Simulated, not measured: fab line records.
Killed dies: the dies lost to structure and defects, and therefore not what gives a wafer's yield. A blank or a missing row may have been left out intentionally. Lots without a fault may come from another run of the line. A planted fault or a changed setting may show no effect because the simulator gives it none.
fab line records	flow n5_finfet
record lots=24	wafers=72	last_day=17
route steps=1938 shown BEOL_M10@1492 BEOL_M11@1554
lots untouched by any fault: they come from a run of this same line in which no faults occurred
start_h: hours from the record's opening day to when the first of the lot's shown wafers began	wait_h: time in hours since the lot's previous step	" repeats the value in the row above	L1.1+2: a row that stands for several wafers	- no value, or no start was given	* or withheld: withheld	< > ~ a bound
route shown NAME@n: NAME is a module with steps in the file, n the number in the route of the first one	usual: mean/standard deviation of fault-free wafers	same: alike in all rows	chamber/n: place in a boat	sites: readings site by site	_std_site: the values' standard deviation	_edge_site: mean of outer sites minus mean of inner sites	radius_mm: for every site, how far away it sits from the centre of the wafer	mask NAME#n: copy n	behind: the most recent tool/chamber to have shaped the wafer	hold: reason for holding the lot/hours on hold/outcome of the hold	device: transistor that didn't switch, given as n, p or np	end of line: the tests these same wafers got at the end of their route	a step given without rows: its recipe and nothing more	killed: count of dies lost to structure and defects at first sort (not the wafer's yield)	map: a wafer's dies, x killed, . not, _ none there
set.NAME: the setting as run; set.NAME@STEP: as run at that earlier step	model.NAME: the simulator's own value behind a step, which no gauge read
steps of the route over a sample of lots; a table a step, a row a wafer
services: a tool's chamber out of use, with start hour (start_h, from the record's first day; less than 0 if before it), hours out, and reason
## steps
# step N5_BEOL_M10_STRIP_19
# recipe chemistry=O2	power_w=400	temp_c=40	pressure_mtorr=30	rf_frequency_hz=6e+07	bias_power_w=0	overash_fraction=0.2	o2_flow_sccm=225
# usual drypump_motor_current_A=5.5/0.42	oes_product_au=0.79/0.097	rf_vpp_V=3.6/0.56	showerhead_plenum_p_Torr=2.06/0.075	throttle_valve_pct=16.70/0.2
lot.wafer	tool	chamber	start_h	wait_h	drypump_motor_current_A	oes_product_au	rf_hours_counter_h	rf_vpp_V	showerhead_plenum_p_Torr	throttle_valve_pct
L074.1	rie_diel-04	0	214.39	0.1	6.1	0.72	226	3.6	2.18	16.87
L074.3	"	1	"	"	5.2	0.77	166	3.8	1.99	16.89
L074.6	"	2	"	"	6.0	0.70	-	3.1	2.06	16.71
L075.1	rie_diel-04	1	232.63	0.1	5.1	0.77	171	3.9	1.98	16.93
L075.4	"	3	"	"	5.5	0.76	141	3.9	2.03	16.82
L075.5	"	1	"	"	5.1	0.76	-	3.7	1.99	16.91
L077.2	rie_diel-06	2	233.06	0.1	5.5	0.73	196	3.6	2.08	16.98
L077.3	"	3	"	"	5.5	0.83	84	3.7	2.03	16.58
L077.6	"	1	"	"	6.2	0.86	-	3.8	2.02	16.71
L078.1	rie_diel-04	1	236.01	0.1	5.1	0.75	173	2.2	1.98	16.94
L078.5	"	3	"	"	5.5	0.77	-	4.9	2.03	16.80
L078.6	"	2	"	"	6.0	0.70	-	3.4	2.06	16.74
L076.4	rie_diel-04	1	236.58	0.1	5.1	0.76	173	3.7	1.98	16.92
L076.5	"	1	"	"	5.1	0.75	-	3.5	1.98	16.92
L076.6	"	0	"	"	6.1	0.71	-	3.1	2.18	16.88
L081.2	rie_diel-02	3	246.81	0.1	5.2	0.80	72	4.5	2.02	16.71
L081.3	"	2	"	"	4.8	0.73	204	3.1	2.17	16.75
L081.6	"	1	"	"	5.6	0.70	-	3.7	1.98	16.55
L079.1	rie_diel-02	3	248.31	0.3	5.2	0.82	73	3.6	2.02	16.70
L079.4	"	3	"	"	5.2	0.81	-	4.2	2.02	16.69
L079.5	"	1	"	"	5.6	0.70	-	3.7	1.98	16.57
L080.3	rie_diel-02	2	258.52	0.1	4.8	0.71	210	3.6	2.17	16.78
L080.4	"	2	"	"	4.8	0.73	-	4.6	2.17	16.75
L080.5	"	3	"	"	5.2	0.81	-	4.3	2.02	16.72
L082.3	rie_diel-02	3	262.55	0.1	5.2	0.80	79	3.4	2.02	16.70
L082.5	"	3	"	"	5.2	0.81	-	3.6	2.02	16.73
L082.6	"	1	"	"	5.7	0.70	-	3.5	1.97	16.58
L083.2	rie_diel-06	3	271.44	0.1	5.5	0.80	99	3.4	2.02	16.60
L083.3	"	1	"	"	6.2	0.86	73	3.9	2.01	16.73
L083.5	"	2	"	"	5.5	0.72	-	4.0	2.08	17.00
L084.2	rie_diel-02	2	292.88	0.1	4.8	0.71	223	4.5	2.17	16.81
L084.3	"	3	"	"	5.2	0.80	91	4.0	2.02	16.74
L084.5	"	3	"	"	5.2	0.79	-	3.4	2.02	16.74
L088.4	rie_diel-06	2	295.66	0.1	5.5	0.71	221	3.8	2.07	17.02
L088.5	"	2	"	"	5.5	0.72	-	3.9	2.07	17.01
L088.6	"	3	"	"	5.5	0.80	-	2.1	2.02	16.61
L085.1	rie_diel-06	0	296.22	0.1	5.7	0.89	36	2.8	2.03	16.39
L085.4	"	1	"	"	6.1	0.84	82	3.6	2.01	16.75
L085.5	"	2	"	"	5.5	0.71	-	4.0	2.07	17.02
L086.2	rie_diel-02	3	300.75	0.1	5.2	0.78	94	3.7	2.02	16.76
L086.3	"	1	"	"	5.7	0.68	245	2.3	1.97	16.60
L086.6	"	2	"	"	4.8	0.70	-	3.9	2.17	16.80
L087.1	rie_diel-02	1	310.57	0.1	5.6	0.68	248	4.8	1.97	16.61
L087.5	"	1	"	"	5.6	0.68	-	3.9	1.97	16.61
L087.6	"	2	"	"	4.8	0.71	-	3.5	2.17	16.81
L089.1	rie_diel-04	0	319.55	0.1	6.1	0.96	6	3.9	2.17	16.49
L089.3	"	2	"	"	6.0	1.00	1	3.7	2.05	16.34
L089.5	"	2	"	"	6.0	1.00	-	3.5	2.05	16.34
L090.4	rie_diel-02	3	321.08	0.1	5.2	0.79	-	3.1	2.01	16.78
L090.5	"	2	"	"	4.8	0.70	-	3.8	2.16	16.80
L090.6	"	0	"	"	5.9	0.96	-	4.0	2.16	16.41
L092.1	rie_diel-04	3	321.29	0.1	5.5	0.73	171	3.9	2.02	16.87
L092.2	"	1	"	"	5.1	0.72	206	3.4	1.97	16.97
L092.3	"	2	"	"	6.0	1.01	1	3.7	2.05	16.34
L091.2	rie_diel-04	3	322.42	0.1	5.5	0.73	171	3.9	2.02	16.88
L091.4	"	0	"	"	6.1	0.96	7	3.2	2.17	16.49
L091.6	"	0	"	"	6.1	0.96	-	3.1	2.17	16.49
L093.2	rie_diel-06	3	329.05	0.1	5.5	0.80	119	3.7	2.02	16.65
L093.4	"	2	"	"	5.5	0.71	233	3.6	2.07	17.05
L093.5	"	3	"	"	5.5	0.79	-	3.9	2.02	16.64
L094.1	rie_diel-02	1	349.54	0.1	5.7	1.00	4	4.0	2.23	16.21
L094.4	"	3	"	"	5.2	0.77	112	2.9	2.01	16.78
L094.5	"	1	"	"	5.7	0.99	-	3.6	2.23	16.22
L097.3	rie_diel-04	1	350.33	0.1	5.1	0.70	216	3.7	1.97	16.98
L097.4	"	3	"	"	5.5	0.72	181	3.7	2.02	16.92
L097.5	"	1	"	"	5.1	0.70	-	3.2	1.97	16.99
L096.2	rie_diel-02	1	354.23	0.1	5.7	0.98	6	4.5	2.23	16.21
L096.4	"	2	"	"	4.8	0.69	246	3.2	2.16	16.83
L096.5	"	3	"	"	5.2	0.76	-	3.9	2.01	16.79
L095.2	rie_diel-04	1	354.46	0.1	5.1	0.71	218	3.8	1.97	16.98
L095.5	"	2	"	"	6.0	0.94	-	2.8	2.05	16.37
L095.6	"	1	"	"	5.1	0.71	-	4.4	1.97	17.00
# step N5_BEOL_M10_CD_MEAS_18
# recipe pitch_nm=140	target_cd_nm=70
# usual cd_nm=70.0/0.76
lot.wafer	tool	chamber	start_h	wait_h	cd_nm
L074.1	cd_sem-02	-	214.46	0.0	70.0
L074.3	"	-	"	"	70.0
L074.6	"	-	"	"	69.3
L075.1	cd_sem-01	-	232.70	0.0	70.8
L075.4	"	-	"	"	70.9
L075.5	"	-	"	"	70.1
L077.2	cd_sem-01	-	233.13	0.1	70.3
L077.3	"	-	"	"	70.0
L077.6	"	-	"	"	72.2
L078.1	cd_sem-02	-	236.08	0.0	69.3
L078.5	"	-	"	"	68.7
L078.6	"	-	"	"	69.9
L076.4	cd_sem-03	-	236.65	0.1	69.3
L076.5	"	-	"	"	70.4
L076.6	"	-	"	"	69.3
L081.2	cd_sem-01	-	246.88	0.1	69.0
L081.3	"	-	"	"	68.4
L081.6	"	-	"	"	69.7
L079.1	cd_sem-03	-	248.38	0.0	70.0
L079.4	"	-	"	"	70.0
L079.5	"	-	"	"	70.3
L080.3	cd_sem-03	-	258.59	0.1	70.8
L080.4	"	-	"	"	70.0
L080.5	"	-	"	"	70.2
L082.3	cd_sem-01	-	262.62	0.1	70.4
L082.5	"	-	"	"	71.4
L082.6	"	-	"	"	69.7
L083.2	cd_sem-03	-	271.51	0.1	69.3
L083.3	"	-	"	"	69.6
L083.5	"	-	"	"	71.0
L084.2	cd_sem-01	-	292.95	0.1	70.2
L084.3	"	-	"	"	69.1
L084.5	"	-	"	"	70.6
L088.4	cd_sem-03	-	295.74	0.1	69.6
L088.5	"	-	"	"	69.6
L088.6	"	-	"	"	70.5
L085.1	cd_sem-02	-	296.29	0.0	71.1
L085.4	"	-	"	"	70.4
L085.5	"	-	"	"	70.1
L086.2	cd_sem-02	-	300.82	0.1	70.2
L086.3	"	-	"	"	69.2
L086.6	"	-	"	"	69.7
L087.1	cd_sem-01	-	310.64	0.0	70.1
L087.5	"	-	"	"	70.2
L087.6	"	-	"	"	70.3
L089.1	cd_sem-02	-	319.62	0.0	69.4
L089.3	"	-	"	"	68.8
L089.5	"	-	"	"	70.8
L090.4	cd_sem-03	-	321.14	0.0	70.0
L090.5	"	-	"	"	69.4
L090.6	"	-	"	"	70.5
L092.1	cd_sem-02	-	321.36	0.0	69.2
L092.2	"	-	"	"	69.4
L092.3	"	-	"	"	70.4
L091.2	cd_sem-01	-	322.49	0.1	68.9
L091.4	"	-	"	"	69.4
L091.6	"	-	"	"	69.7
L093.2	cd_sem-03	-	329.13	0.1	69.4
L093.4	"	-	"	"	70.3
L093.5	"	-	"	"	69.9
L094.1	cd_sem-03	-	349.61	0.0	70.3
L094.4	"	-	"	"	70.9
L094.5	"	-	"	"	70.4
L097.3	cd_sem-03	-	350.40	0.1	69.1
L097.4	"	-	"	"	70.2
L097.5	"	-	"	"	70.4
L096.2	cd_sem-03	-	354.30	0.1	69.8
L096.4	"	-	"	"	70.2
L096.5	"	-	"	"	69.8
L095.2	cd_sem-02	-	354.53	0.1	70.6
L095.5	"	-	"	"	70.7
L095.6	"	-	"	"	70.6
# step N5_BEOL_M10_THK_MEAS_53
# recipe thk_meas_gauge=xrf	reads=Cu_of_BEOL_M10_ECD_50
# usual M10_THK=141/3.7
lot.wafer	tool	chamber	start_h	wait_h	M10_THK[nm]
L074.1	film_metro-02	-	218.42	-	139
L074.3	"	-	"	"	138
L074.6	"	-	"	"	139
L077.2	film_metro-02	-	236.99	-	138
L077.3	"	-	"	"	137
L077.6	"	-	"	"	141
L075.1	film_metro-02	-	237.12	-	137
L075.4	"	-	"	"	146
L075.5	"	-	"	"	141
L078.1	film_metro-02	-	239.80	-	144
L078.5	"	-	"	"	145
L078.6	"	-	"	"	135
L076.4	film_metro-01	-	241.63	-	144
L076.5	"	-	"	"	142
L076.6	"	-	"	"	140
L081.2	film_metro-02	-	250.26	-	138
L081.3	"	-	"	"	141
L081.6	"	-	"	"	137
L079.1	film_metro-02	-	255.25	-	143
L079.4	"	-	"	"	136
L079.5	"	-	"	"	142
L080.3	film_metro-02	-	263.60	-	143
L080.4	"	-	"	"	136
L080.5	"	-	"	"	143
L082.3	film_metro-01	-	267.88	-	139
L082.5	"	-	"	"	138
L082.6	"	-	"	"	143
L083.2	film_metro-01	-	277.27	-	141
L083.3	"	-	"	"	139
L083.5	"	-	"	"	145
L084.2	film_metro-02	-	297.86	-	140
L084.3	"	-	"	"	141
L084.5	"	-	"	"	139
L088.4	film_metro-02	-	300.76	-	138
L088.5	"	-	"	"	143
L088.6	"	-	"	"	144
L085.1	film_metro-01	-	301.53	-	136
L085.4	"	-	"	"	143
L085.5	"	-	"	"	140
L086.2	film_metro-01	-	305.92	-	138
L086.3	"	-	"	"	147
L086.6	"	-	"	"	146
L087.1	film_metro-02	-	315.72	-	134
L087.5	"	-	"	"	143
L087.6	"	-	"	"	139
L089.1	film_metro-01	-	324.58	-	141
L089.3	"	-	"	"	149
L089.5	"	-	"	"	151
L090.4	film_metro-02	-	325.99	-	143
L090.5	"	-	"	"	139
L090.6	"	-	"	"	139
L092.1	film_metro-01	-	327.53	-	147
L092.2	"	-	"	"	146
L092.3	"	-	"	"	140
L091.2	film_metro-02	-	328.42	-	133
L091.4	"	-	"	"	143
L091.6	"	-	"	"	141
L093.2	film_metro-01	-	333.06	-	142
L093.4	"	-	"	"	134
L093.5	"	-	"	"	137
L094.1	film_metro-02	-	354.02	-	145
L094.4	"	-	"	"	142
L094.5	"	-	"	"	143
L097.3	film_metro-02	-	354.92	-	140
L097.4	"	-	"	"	138
L097.5	"	-	"	"	133
L096.2	film_metro-01	-	357.15	-	138
L096.4	"	-	"	"	148
L096.5	"	-	"	"	136
L095.2	film_metro-01	-	357.43	-	146
L095.5	"	-	"	"	135
L095.6	"	-	"	"	143
# step N5_BEOL_M11_ETCH_62
# recipe chemistry=N2/H2	target=SOC	target_depth_a=1100	overetch_a=220	mask_material=SiARC	temp_c=40	time_s=165	ion_energy_ev=200	pressure_mtorr=30	source_w=840	bias_w=150	n2_flow_sccm=200	h2_flow_sccm=200
# usual drypump_motor_current_A=5.8/0.52	oes_product_au=0.68/0.059	rf_vpp_V=523.2/2	showerhead_plenum_p_Torr=2.52/0.068	throttle_valve_pct=17.76/0.25
lot.wafer	tool	chamber	start_h	wait_h	drypump_motor_current_A	oes_product_au	rf_hours_counter_h	rf_vpp_V	showerhead_plenum_p_Torr	throttle_valve_pct
L074.1	rie_diel-03	3	220.53	0.0	6.4	0.73	35	522.5	2.51	17.62
L074.3	"	2	"	"	5.2	0.61	212	522.2	2.51	18.08
L074.6	"	2	"	"	5.2	0.60	-	522.5	2.51	18.08
L077.2	rie_diel-01	2	238.88	0.0	5.6	0.71	56	521.4	2.46	17.57
L077.3	"	3	"	"	6.3	0.62	145	521.0	2.45	17.79
L077.6	"	3	"	"	6.3	0.63	-	521.1	2.44	17.80
L075.1	rie_diel-01	3	239.23	0.0	6.3	0.64	145	521.2	2.44	17.82
L075.4	"	2	"	"	5.6	0.72	-	521.0	2.46	17.57
L075.5	"	0	"	"	6.0	0.62	-	523.4	2.52	17.85
L078.1	rie_diel-05	1	242.13	0.0	5.5	0.68	72	524.5	2.56	17.44
L078.5	"	0	"	"	6.4	0.64	-	519.8	2.47	18.07
L078.6	"	1	"	"	5.5	0.68	-	523.7	2.56	17.45
L076.4	rie_diel-05	2	243.23	0.0	5.7	0.71	66	525.6	2.57	17.50
L076.5	"	0	"	"	6.4	0.64	-	519.8	2.47	18.08
L076.6	"	1	"	"	5.4	0.68	-	523.7	2.56	17.46
L081.2	rie_diel-03	2	254.07	0.0	5.2	0.60	223	522.4	2.50	18.09
L081.3	"	3	"	"	6.4	0.73	47	522.3	2.50	17.63
L081.6	"	2	"	"	5.2	0.60	-	524.1	2.50	18.10
L079.1	rie_diel-01	0	257.57	0.0	6.0	0.62	180	524.9	2.52	17.88
L079.4	"	2	"	"	5.6	0.71	62	521.9	2.46	17.59
L079.5	"	0	"	"	6.0	0.61	-	521.6	2.52	17.88
L080.3	rie_diel-03	2	266.84	0.0	5.2	0.60	227	523.8	2.50	18.09
L080.4	"	3	"	"	6.4	0.72	51	522.0	2.50	17.64
L080.5	"	0	"	"	6.5	0.79	-	524.0	2.48	17.44
L082.3	rie_diel-01	2	270.74	0.0	5.6	0.71	66	521.6	2.46	17.59
L082.5	"	2	"	"	5.6	0.71	-	521.4	2.46	17.59
L082.6	"	1	"	"	5.7	0.81	-	529.0	2.70	17.44
L083.2	rie_diel-03	2	281.33	0.0	5.2	0.60	232	521.3	2.50	18.12
L083.3	"	0	"	"	6.5	0.79	13	522.9	2.48	17.43
L083.5	"	0	"	"	6.5	0.78	-	523.2	2.48	17.44
L084.2	rie_diel-03	0	301.44	0.0	6.6	0.77	19	523.3	2.48	17.46
L084.3	"	2	"	"	5.2	0.59	236	523.7	2.50	18.12
L084.5	"	0	"	"	6.6	0.76	-	522.7	2.48	17.45
L088.4	rie_diel-05	0	304.74	0.0	6.4	0.63	140	520.9	2.46	18.14
L088.5	"	2	"	"	5.7	0.70	-	525.3	2.57	17.52
L088.6	"	1	"	"	5.5	0.67	-	523.1	2.55	17.49
L085.1	rie_diel-01	0	305.41	0.0	6.0	0.61	197	524.2	2.51	17.89
L085.4	"	2	"	"	5.6	0.69	78	523.7	2.45	17.60
L085.5	"	2	"	"	5.6	0.69	-	519.8	2.45	17.60
L086.2	rie_diel-05	1	308.22	0.0	5.5	0.67	91	523.2	2.55	17.48
L086.3	"	0	"	"	6.4	0.63	141	520.0	2.46	18.13
L086.6	"	3	"	"	5.5	0.74	-	526.0	2.62	17.97
L087.1	rie_diel-05	2	317.96	0.0	5.7	0.69	88	526.2	2.57	17.52
L087.5	"	0	"	"	6.4	0.62	-	520.9	2.46	18.13
L087.6	"	3	"	"	5.5	0.73	-	524.9	2.61	17.99
L089.1	rie_diel-03	2	326.13	0.0	5.2	0.59	244	522.5	2.49	18.14
L089.3	"	3	"	"	6.4	0.70	67	522.8	2.49	17.65
L089.5	"	3	"	"	6.4	0.71	-	523.7	2.49	17.68
L090.4	rie_diel-05	1	328.62	0.1	5.4	0.66	-	523.7	2.55	17.49
L090.5	"	3	"	"	5.5	0.74	-	524.2	2.61	17.96
L090.6	"	2	"	"	5.7	0.69	-	524.6	2.56	17.52
L092.1	rie_diel-05	3	331.56	0.0	5.5	0.73	57	525.9	2.61	18.00
L092.2	"	1	"	"	5.4	0.66	98	525.1	2.55	17.50
L092.3	"	2	"	"	5.7	0.69	92	523.9	2.56	17.53
L091.2	rie_diel-01	0	331.74	0.0	6.0	0.61	204	522.8	2.51	17.91
L091.4	"	3	"	"	6.4	0.62	169	520.8	2.44	17.82
L091.6	"	3	"	"	6.4	0.62	-	520.2	2.44	17.83
L093.2	rie_diel-03	3	338.12	0.0	6.4	0.71	71	521.8	2.49	17.67
L093.4	"	2	"	"	5.2	0.59	247	522.4	2.49	18.14
L093.5	"	1	"	"	4.7	0.70	-	522.4	2.48	18.05
L094.1	rie_diel-01	1	355.83	0.0	5.7	0.75	31	528.2	2.69	17.51
L094.4	"	3	"	"	6.3	0.62	178	520.8	2.43	17.85
L094.5	"	0	"	"	6.0	0.60	-	522.7	2.50	17.94
L097.3	rie_diel-05	0	356.80	0.0	6.4	0.61	152	521.7	2.45	18.15
L097.4	"	1	"	"	5.4	0.66	99	524.7	2.55	17.51
L097.5	"	1	"	"	5.4	0.66	-	524.5	2.55	17.52
L096.2	rie_diel-05	3	359.44	0.0	5.5	0.72	67	525.3	2.61	18.01
L096.4	"	2	"	"	5.7	0.68	103	524.5	2.56	17.55
L096.5	"	3	"	"	5.5	0.72	-	525.3	2.61	18.01
L095.2	rie_diel-01	1	359.60	0.0	5.7	0.76	32	527.6	2.69	17.50
L095.5	"	0	"	"	6.0	0.60	-	523.7	2.50	17.94
L095.6	"	1	"	"	5.7	0.75	-	526.8	2.69	17.49
# step N5_BEOL_M11_OVL_MEAS_29
# recipe points_per_wafer=44
# usual V10_OVL=-0.4/0.69
lot.wafer	tool	chamber	start_h	wait_h	V10_OVL[nm]
L074.1	overlay-01	0	224.41	0.0	1.0
L074.3	"	0	"	"	-0.6
L074.6	"	0	"	"	0.5
L077.2	overlay-02	0	240.68	0.0	-1.1
L077.3	"	0	"	"	-0.9
L077.6	"	0	"	"	-1.3
L075.1	overlay-02	0	240.85	0.0	-0.4
L075.4	"	0	"	"	-0.1
L075.5	"	0	"	"	-0.7
L078.1	overlay-01	0	244.40	0.0	0.3
L078.5	"	0	"	"	0.5
L078.6	"	0	"	"	-1.1
L076.4	overlay-01	0	244.62	0.0	-0.6
L076.5	"	0	"	"	-1.0
L076.6	"	0	"	"	-0.5
L081.2	overlay-02	0	256.15	0.0	0.6
L081.3	"	0	"	"	-0.4
L081.6	"	0	"	"	-1.4
L079.1	overlay-02	0	259.76	0.0	-1.3
L079.4	"	0	"	"	-1.4
L079.5	"	0	"	"	-1.4
L080.3	overlay-02	0	268.02	0.0	-0.8
L080.4	"	0	"	"	-0.9
L080.5	"	0	"	"	-0.5
L082.3	overlay-02	0	274.36	0.0	-0.9
L082.5	"	0	"	"	-1.1
L082.6	"	0	"	"	-0.4
L083.2	overlay-01	0	285.59	0.0	-0.8
L083.3	"	0	"	"	0.0
L083.5	"	0	"	"	0.0
L084.2	overlay-01	0	303.40	0.0	-0.4
L084.3	"	0	"	"	-1.3
L084.5	"	0	"	"	-0.9
L088.4	overlay-02	0	306.53	0.0	0.3
L088.5	"	0	"	"	0.7
L088.6	"	0	"	"	0.4
L085.1	overlay-01	0	306.57	0.0	-0.3
L085.4	"	0	"	"	-0.1
L085.5	"	0	"	"	-0.2
L086.2	overlay-01	0	313.12	0.0	0.4
L086.3	"	0	"	"	0.5
L086.6	"	0	"	"	-0.2
L087.1	overlay-02	0	318.89	0.0	-0.8
L087.5	"	0	"	"	0.6
L087.6	"	0	"	"	1.3
L089.1	overlay-02	0	326.96	0.0	0.4
L089.3	"	0	"	"	-0.6
L089.5	"	0	"	"	0.6
L090.4	overlay-02	0	330.26	0.0	-0.2
L090.5	"	0	"	"	-0.7
L090.6	"	0	"	"	-0.8
L092.1	overlay-02	0	332.26	0.0	-1.9
L092.2	"	0	"	"	-1.6
L092.3	"	0	"	"	-1.5
L091.2	overlay-01	0	332.79	0.0	-1.1
L091.4	"	0	"	"	-1.5
L091.6	"	0	"	"	-0.6
L093.2	overlay-01	0	339.34	0.0	-1.2
L093.4	"	0	"	"	-0.5
L093.5	"	0	"	"	0.5
L097.3	overlay-01	0	360.56	0.0	0.3
L097.4	"	0	"	"	0.6
L097.5	"	0	"	"	1.2
L095.2	overlay-01	0	360.73	0.0	-1.0
L095.5	"	0	"	"	-0.8
L095.6	"	0	"	"	-0.6
L094.1	overlay-02	0	360.91	0.0	-0.6
L094.4	"	0	"	"	-1.1
L094.5	"	0	"	"	0.0
L096.2	overlay-02	0	361.07	0.0	0.0
L096.4	"	0	"	"	0.2
L096.5	"	0	"	"	0.1
# step N5_BEOL_M11_STRIP_77
# recipe chemistry=N2/H2	time_s=10	power_w=450	temp_c=40	pressure_mtorr=20	rf_frequency_hz=6e+07	bias_power_w=7	n2_flow_sccm=200	h2_flow_sccm=200
# usual drypump_motor_current_A=5.8/0.54	oes_product_au=0.81/0.082	rf_vpp_V=59.1/0.87	showerhead_plenum_p_Torr=2.51/0.068	throttle_valve_pct=23.6/0.31
lot.wafer	tool	chamber	start_h	wait_h	drypump_motor_current_A	oes_product_au	rf_hours_counter_h	rf_vpp_V	showerhead_plenum_p_Torr	throttle_valve_pct
L074.1	rie_diel-01	0	-	-	6.0	0.73	168	60.3	2.52	23.7
L074.3	"	3	"	"	6.3	0.74	139	59.3	2.44	23.6
L074.6	"	1	"	"	5.7	0.66	-	58.6	2.38	23.7
L077.2	rie_diel-01	2	-	-	5.6	0.85	57	59.4	2.46	23.3
L077.3	"	0	"	"	6.0	0.73	175	58.6	2.51	23.7
L077.6	"	3	"	"	6.3	0.73	-	57.8	2.44	23.6
L075.1	rie_diel-03	3	-	-	6.4	0.87	44	59.4	2.50	23.7
L075.4	"	2	"	"	5.2	0.71	220	59.9	2.50	24.1
L075.5	"	3	"	"	6.4	0.87	-	59.6	2.50	23.7
L078.1	rie_diel-05	1	-	-	5.4	0.81	73	59.3	2.55	23.2
L078.5	"	0	"	"	6.4	0.77	-	58.9	2.46	24.0
L078.6	"	3	"	"	5.5	0.93	-	58.2	2.62	24.0
L076.4	rie_diel-01	0	-	-	6.1	0.73	-	57.7	2.51	23.7
L076.5	"	3	"	"	6.3	0.74	-	59.4	2.44	23.6
L076.6	"	2	"	"	5.6	0.86	-	60.1	2.46	23.4
L081.2	rie_diel-03	2	-	-	5.2	0.70	224	58.8	2.50	24.0
L081.3	"	0	"	"	6.6	0.94	7	57.8	2.48	23.2
L081.6	"	0	"	"	6.5	0.95	-	58.2	2.48	23.2
L079.1	rie_diel-03	2	-	-	5.2	0.72	224	59.8	2.50	24.1
L079.4	"	3	"	"	6.4	0.88	49	58.6	2.50	23.7
L079.5	"	3	"	"	6.4	0.87	-	60.0	2.50	23.7
L080.3	rie_diel-05	2	-	-	5.7	0.83	74	59.6	2.57	23.4
L080.4	"	1	"	"	5.5	0.80	80	59.4	2.55	23.2
L080.5	"	3	"	"	5.5	0.92	-	58.2	2.62	24.0
L082.3	rie_diel-01	3	-	-	6.3	0.73	155	59.2	2.44	23.6
L082.5	"	0	"	"	6.0	0.72	-	58.5	2.51	23.7
L082.6	"	3	"	"	6.3	0.74	-	59.0	2.44	23.6
L083.2	rie_diel-01	0	-	-	6.0	0.71	190	60.6	2.51	23.7
L083.3	"	1	"	"	5.7	0.94	11	59.3	2.70	23.3
L083.5	"	2	"	"	5.7	0.83	-	59.7	2.45	23.4
L084.2	rie_diel-03	2	-	-	5.2	0.70	237	59.1	2.49	24.1
L084.3	"	1	"	"	4.7	0.86	65	59.3	2.48	23.9
L084.5	"	1	"	"	4.7	0.87	-	59.3	2.48	23.9
L088.4	rie_diel-03	1	-	-	4.7	0.86	67	59.1	2.48	23.9
L088.5	"	3	"	"	6.4	0.85	-	60.5	2.49	23.8
L088.6	"	2	"	"	5.2	0.69	-	59.1	2.49	24.1
L085.1	rie_diel-01	3	-	-	6.3	0.73	161	58.9	2.43	23.6
L085.4	"	2	"	"	5.6	0.83	78	59.8	2.45	23.4
L085.5	"	0	"	"	6.0	0.70	-	60.2	2.51	23.7
L086.2	rie_diel-05	1	-	-	5.4	0.77	93	59.2	2.55	23.2
L086.3	"	3	"	"	5.5	0.89	52	60.1	2.61	24.0
L086.6	"	0	"	"	6.4	0.76	-	58.4	2.45	24.1
L087.1	rie_diel-01	0	-	-	6.1	0.69	201	59.6	2.50	23.7
L087.5	"	2	"	"	5.7	0.82	-	59.0	2.45	23.4
L087.6	"	1	"	"	5.7	0.91	-	58.4	2.69	23.3
L089.1	rie_diel-03	1	-	-	4.7	0.84	73	59.7	2.48	23.9
L089.3	"	2	"	"	5.2	0.68	244	59.1	2.49	24.1
L089.5	"	3	"	"	6.4	0.83	-	58.4	2.49	23.7
L090.4	rie_diel-05	3	-	-	5.5	0.87	-	59.6	2.61	24.1
L090.5	"	1	"	"	5.4	0.78	-	57.9	2.54	23.3
L090.6	"	2	"	"	5.7	0.81	-	57.4	2.56	23.5
L092.1	rie_diel-03	3	-	-	6.4	0.83	69	59.2	2.49	23.8
L092.2	"	0	"	"	6.5	0.91	29	59.8	2.47	23.2
L092.3	"	2	"	"	5.2	0.68	246	58.8	2.49	24.1
L091.2	rie_diel-03	0	-	-	6.6	0.90	29	59.6	2.47	23.2
L091.4	"	1	"	"	4.7	0.84	75	60.6	2.48	23.9
L091.6	"	1	"	"	4.7	0.84	-	57.6	2.48	23.9
L093.2	rie_diel-03	2	-	-	5.2	0.69	248	58.7	2.49	24.1
L093.4	"	0	"	"	6.5	0.91	32	58.1	2.47	23.2
L093.5	"	0	"	"	6.5	0.90	-	58.9	2.47	23.2
L097.3	rie_diel-01	0	-	-	6.0	0.69	215	59.6	2.50	23.7
L097.4	"	3	"	"	6.3	0.71	181	58.4	2.43	23.7
L097.5	"	0	"	"	6.0	0.69	-	59.5	2.50	23.7
L095.2	rie_diel-05	2	-	-	5.7	0.80	103	58.9	2.56	23.5
L095.5	"	0	"	"	6.4	0.75	-	59.2	2.45	24.1
L095.6	"	3	"	"	5.5	0.87	-	58.5	2.60	24.1
L094.1	rie_diel-05	2	-	-	5.7	0.79	103	57.7	2.55	23.5
L094.4	"	1	"	"	5.4	0.78	101	59.8	2.54	23.2
L094.5	"	0	"	"	6.4	0.75	-	57.5	2.45	24.1
L096.2	rie_diel-01	0	-	-	6.0	0.69	216	57.4	2.50	23.7
L096.4	"	2	"	"	5.6	0.80	95	58.6	2.44	23.4
L096.5	"	2	"	"	5.6	0.80	-	58.6	2.44	23.4
## services
tool	chamber	start_h	hours	kind
rie_diel-02	0	197.42	3.8	repair
rie_diel-03	0	214.92	-	clean
rie_diel-03	0	214.92	-	consumable_replace:focus_ring
rie_diel-03	0	214.92	18.6	scheduled_down
rie_diel-03	0	214.92	18.6	vent_cycle
rie_diel-05	3	215.50	3.4	repair
rie_diel-05	1	223.62	5.1	repair
rie_diel-01	1	235.70	-	clean
rie_diel-01	1	235.70	-	consumable_replace:focus_ring
rie_diel-01	1	235.70	-	consumable_replace:showerhead
rie_diel-01	1	235.70	14.6	scheduled_down
rie_diel-01	1	235.70	14.6	vent_cycle
rie_diel-06	0	247.66	11.7	repair
rie_diel-01	3	248.54	4.6	repair
rie_diel-03	-	271.79	0.6	repair
rie_diel-04	3	275.02	10.0	repair
rie_diel-06	3	280.34	5.1	repair
rie_diel-05	2	312.96	1.2	repair
rie_diel-05	0	325.26	13.9	repair
rie_diel-05	1	332.19	21.8	repair
rie_diel-03	2	344.44	-	clean
rie_diel-01	1	350.76	4.5	repair
rie_diel-03	3	355.96	5.1	repair
rie_diel-04	2	361.65	6.5	repair
## key
fault none
